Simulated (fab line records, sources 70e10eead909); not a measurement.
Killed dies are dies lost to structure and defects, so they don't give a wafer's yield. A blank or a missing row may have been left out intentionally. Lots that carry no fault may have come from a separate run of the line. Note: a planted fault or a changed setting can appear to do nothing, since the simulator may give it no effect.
What tool caused it? || flow nand harc || 13 lots, 39 wafers sampled, at 2 steps of a route of 1302

## WHAT EACH GAUGE READ, for each wafer
NHARC_A_SIN_REMOVE_INSPECT_04.
{"lot": "L201", "measured": "day 20 17:56", "on": "defect inspect-02", "raw defect count": "407 448 344"}
{"lot": "L203", "measured": "day 21 06:43", "on": "defect inspect-02", "raw defect count": "354 334 400"}
{"lot": "L204", "measured": "day 22 02:55", "on": "defect inspect-01", "raw defect count": "300 330 420"}
{"lot": "L207", "measured": "day 23 02:24", "on": "defect inspect-01", "raw defect count": "446 541 355"}
{"lot": "L210", "measured": "day 24 06:17", "on": "defect inspect-02", "raw defect count": "381 441 325"}
{"lot": "L209", "measured": "day 24 11:42", "on": "defect inspect-02", "raw defect count": "391 533 311"}
{"lot": "L214", "measured": "day 26 12:59", "on": "defect inspect-01", "raw defect count": "274 317 318"}
{"lot": "L216", "measured": "day 27 02:26", "on": "defect inspect-01", "raw defect count": "312 320 383"}
{"lot": "L218", "measured": "day 27 14:44", "on": "defect inspect-02", "raw defect count": "360 341 386"}
{"lot": "L219", "measured": "day 27 14:44", "on": "defect inspect-01", "raw defect count": "462 509 373"}
{"lot": "L220", "measured": "day 28 12:35", "on": "defect inspect-01", "raw defect count": "327 278 313"}
{"lot": "L221", "measured": "day 29 09:44", "on": "defect inspect-02", "raw defect count": "309 395 371"}
{"lot": "L222", "measured": "day 29 20:17", "on": "defect inspect-01", "raw defect count": "308 335 309"}

## WHICH TOOL RAN EACH LOT (tool, then ch and the chambers of the sampled wafers, then the start)
{"lot": "L201", "NHARC_A_SLIT_STRIP_18": "rie diel-06 ch 2,3, day 20 17:56 or earlier"}
{"lot": "L203", "NHARC_A_SLIT_STRIP_18": "rie diel-10 ch 0,1, day 21 06:43 or earlier"}
{"lot": "L204", "NHARC_A_SLIT_STRIP_18": "rie diel-01 ch 0,1, day 22 02:55 or earlier"}
{"lot": "L207", "NHARC_A_SLIT_STRIP_18": "rie diel-06 ch 0,2, day 23 02:24 or earlier"}
{"lot": "L210", "NHARC_A_SLIT_STRIP_18": "rie diel-01 ch 0,1,3, day 24 06:17 or earlier"}
{"lot": "L209", "NHARC_A_SLIT_STRIP_18": "rie diel-01 ch 0,2,3, day 24 11:42 or earlier"}
{"lot": "L214", "NHARC_A_SLIT_STRIP_18": "rie diel-01 ch 0,1, day 26 12:59 or earlier"}
{"lot": "L216", "NHARC_A_SLIT_STRIP_18": "rie diel-06 ch 2,3, day 27 02:26 or earlier"}
{"lot": "L218", "NHARC_A_SLIT_STRIP_18": "rie diel-06 ch 0,1,2, day 27 14:44 or earlier"}
{"lot": "L219", "NHARC_A_SLIT_STRIP_18": "rie diel-10 ch 1,2, day 27 14:44 or earlier"}
{"lot": "L220", "NHARC_A_SLIT_STRIP_18": "rie diel-01 ch 0,2, day 28 12:35 or earlier"}
{"lot": "L221", "NHARC_A_SLIT_STRIP_18": "rie diel-01 ch 0,1,3, day 29 09:44 or earlier"}
{"lot": "L222", "NHARC_A_SLIT_STRIP_18": "rie diel-10 ch 1,2,3, day 29 20:17 or earlier"}
- NHARC_A_SLIT_STRIP_18: strips in O2.

## AS READ BY THE TOOLS THEMSELVES (means over the sampled wafers that have a number; for cases with no such wafer, the mark the record gives instead)
NHARC_A_SLIT_STRIP_18.
{"lot": "L201", "tool": "rie diel-06", "drypump motor current A (A)": 5.6, "oes product au (a.u.)": 0.984, "rf vpp V (V)": 58.1, "showerhead plenum p Torr (Torr)": 3.49, "throttle valve pct (%)": 17.042}
{"lot": "L203", "tool": "rie diel-10", "drypump motor current A (A)": 5.9, "oes product au (a.u.)": 1.000, "rf vpp V (V)": 57.3, "showerhead plenum p Torr (Torr)": 3.33, "throttle valve pct (%)": 17.041}
{"lot": "L204", "tool": "rie diel-01", "drypump motor current A (A)": 6.4, "oes product au (a.u.)": 1.005, "rf vpp V (V)": 57.3, "showerhead plenum p Torr (Torr)": 3.67, "throttle valve pct (%)": 17.039}
{"lot": "L207", "tool": "rie diel-06", "drypump motor current A (A)": 5.7, "oes product au (a.u.)": 1.004, "rf vpp V (V)": 57.3, "showerhead plenum p Torr (Torr)": 3.55, "throttle valve pct (%)": 17.034}
{"lot": "L210", "tool": "rie diel-01", "drypump motor current A (A)": 5.9, "oes product au (a.u.)": 0.997, "rf vpp V (V)": 58.4, "showerhead plenum p Torr (Torr)": 3.61, "throttle valve pct (%)": 17.018}
{"lot": "L209", "tool": "rie diel-01", "drypump motor current A (A)": 5.5, "oes product au (a.u.)": 1.001, "rf vpp V (V)": 58.0, "showerhead plenum p Torr (Torr)": 3.58, "throttle valve pct (%)": 17.035}
{"lot": "L214", "tool": "rie diel-01", "drypump motor current A (A)": 6.4, "oes product au (a.u.)": 0.990, "rf vpp V (V)": 58.3, "showerhead plenum p Torr (Torr)": 3.67, "throttle valve pct (%)": 17.032}
{"lot": "L216", "tool": "rie diel-06", "drypump motor current A (A)": 5.5, "oes product au (a.u.)": 1.006, "rf vpp V (V)": 56.8, "showerhead plenum p Torr (Torr)": 3.39, "throttle valve pct (%)": 17.030}
{"lot": "L218", "tool": "rie diel-06", "drypump motor current A (A)": 5.9, "oes product au (a.u.)": 1.007, "rf vpp V (V)": 58.0, "showerhead plenum p Torr (Torr)": 3.46, "throttle valve pct (%)": 17.036}
{"lot": "L219", "tool": "rie diel-10", "drypump motor current A (A)": 6.0, "oes product au (a.u.)": 1.001, "rf vpp V (V)": 58.1, "showerhead plenum p Torr (Torr)": 3.53, "throttle valve pct (%)": 17.036}
{"lot": "L220", "tool": "rie diel-01", "drypump motor current A (A)": 5.9, "oes product au (a.u.)": 0.989, "rf vpp V (V)": 57.7, "showerhead plenum p Torr (Torr)": 3.57, "throttle valve pct (%)": 17.035}
{"lot": "L221", "tool": "rie diel-01", "drypump motor current A (A)": 5.9, "oes product au (a.u.)": 0.991, "rf vpp V (V)": 57.9, "showerhead plenum p Torr (Torr)": 3.61, "throttle valve pct (%)": 17.029}
{"lot": "L222", "tool": "rie diel-10", "drypump motor current A (A)": 5.7, "oes product au (a.u.)": 0.998, "rf vpp V (V)": 58.0, "showerhead plenum p Torr (Torr)": 3.53, "throttle valve pct (%)": 17.032}

## THE ANSWER, worked out from the rows above alone
Rule: usual is defined by the lots themselves. Put in order of their means at a reading, lots are off if they are a third of the lots or fewer, leave a main group of 4 or more, and stand apart from it by a gap of 3 or more times the standard deviation of the main group's means; of several such gaps the widest counts. If all means in a main group match to the digits the tables above print for the reading, that group is not used. A lot without any number at a reading at which 4 lots or more have one is off too. All remaining lots with rows at the step are treated as sound. The gauges are gone through in route order, then the tools' own readings, and for those a lot's mean is taken as printed above. At the first step where some lot is off, the reading lying furthest off is the one used; lots without a number count as furthest.
Across all readings shown, no lot is off: no conclusion can be drawn from this.

## WHAT THE SIMULATOR HAD INSERTED
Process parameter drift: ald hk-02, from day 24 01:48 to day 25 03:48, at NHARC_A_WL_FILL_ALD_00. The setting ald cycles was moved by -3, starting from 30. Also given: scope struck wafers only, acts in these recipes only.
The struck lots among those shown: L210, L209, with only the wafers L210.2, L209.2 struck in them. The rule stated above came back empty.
